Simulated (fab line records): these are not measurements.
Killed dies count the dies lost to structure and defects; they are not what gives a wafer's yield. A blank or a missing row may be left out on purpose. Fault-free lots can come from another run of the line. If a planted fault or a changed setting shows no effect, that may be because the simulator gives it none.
2 desks looking at one fault || flow nand_harc || only its own numbers are on each desk; what lay behind them is given at the end

THE DEFECT DESK
For each lot, the counts of the inspections along the route, averaged over the sampled wafers that have a number. Marked OUT: a lot whose mean sits more than 4 standard deviations from the usual mean, which makes it out of limits; the brackets give that distance.
Columns: A = raw_defect_count at NHARC_P_CONTACT_INSPECT_14, usual 3.3
{"lot": "L682", "first seen here": "day 5 20:29", "A": 2.3}
{"lot": "L684", "first seen here": "day 6 14:50", "A": 1.7}
{"lot": "L688", "first seen here": "day 8 10:31", "A": 4.3}
{"lot": "L689", "first seen here": "day 9 00:44", "A": 7.0}
{"lot": "L691", "first seen here": "day 9 21:08", "A": 2.7}
{"lot": "L692", "first seen here": "day 10 08:17", "A": 4.0}
{"lot": "L693", "first seen here": "day 10 23:25", "A": 2.3}
{"lot": "L694", "first seen here": "day 11 00:06", "A": 5.7}
{"lot": "L695", "first seen here": "day 11 22:54", "A": 4.7}
{"lot": "L698", "first seen here": "day 12 18:16", "A": 5.3}
{"lot": "L699", "first seen here": "day 13 02:26", "A": 2.5}
{"lot": "L704", "first seen here": "day 15 07:08", "A": 6.0}
{"lot": "L705", "first seen here": "day 15 10:18", "A": 2.7}
Finding of this desk: none of the 13 lots has anything out of limits.

FOR THE TOOL OWNER'S DESK: ald_metal-02
The tool's own readings at NHARC_P_CONTACT_ALD_22 (deposits TiN, target thk 3 nm, pulse time 1 s, ald cycles 150): means of the sampled wafers that have a number, for each lot that ran on this tool. Marked OUT: a lot whose mean sits more than 4 standard deviations from the usual mean, which makes it out of limits; the brackets give that distance.
Columns: A = heater_power_w at NHARC_P_CONTACT_ALD_22, usual 1114 W; B = precursor_pulse_height_rel at NHARC_P_CONTACT_ALD_22, usual 1.002
{"lot": "L682", "first seen here": "day 5 22:24", "A": 1176, "B": 0.997}
{"lot": "L684", "first seen here": "day 6 16:52", "A": 1175, "B": 1.001}
{"lot": "L692", "first seen here": "day 10 10:16", "A": 1136, "B": 0.990}
{"lot": "L693", "first seen here": "day 11 01:20", "A": 1130, "B": 1.006}
{"lot": "L695", "first seen here": "day 12 00:55", "A": 1119, "B": 0.996}
{"lot": "L698", "first seen here": "day 12 20:12", "A": 1109, "B": 0.990}
{"lot": "L699", "first seen here": "day 13 04:20", "A": 1158, "B": 0.976}
Finding of this desk: none of the 7 lots has anything out of limits.

PUT TOGETHER
Nothing out of limits was seen by the defect desk.
The desk of the tool owner found nothing out of limits.

WHAT HAD BEEN PUT IN BY THE SIMULATOR
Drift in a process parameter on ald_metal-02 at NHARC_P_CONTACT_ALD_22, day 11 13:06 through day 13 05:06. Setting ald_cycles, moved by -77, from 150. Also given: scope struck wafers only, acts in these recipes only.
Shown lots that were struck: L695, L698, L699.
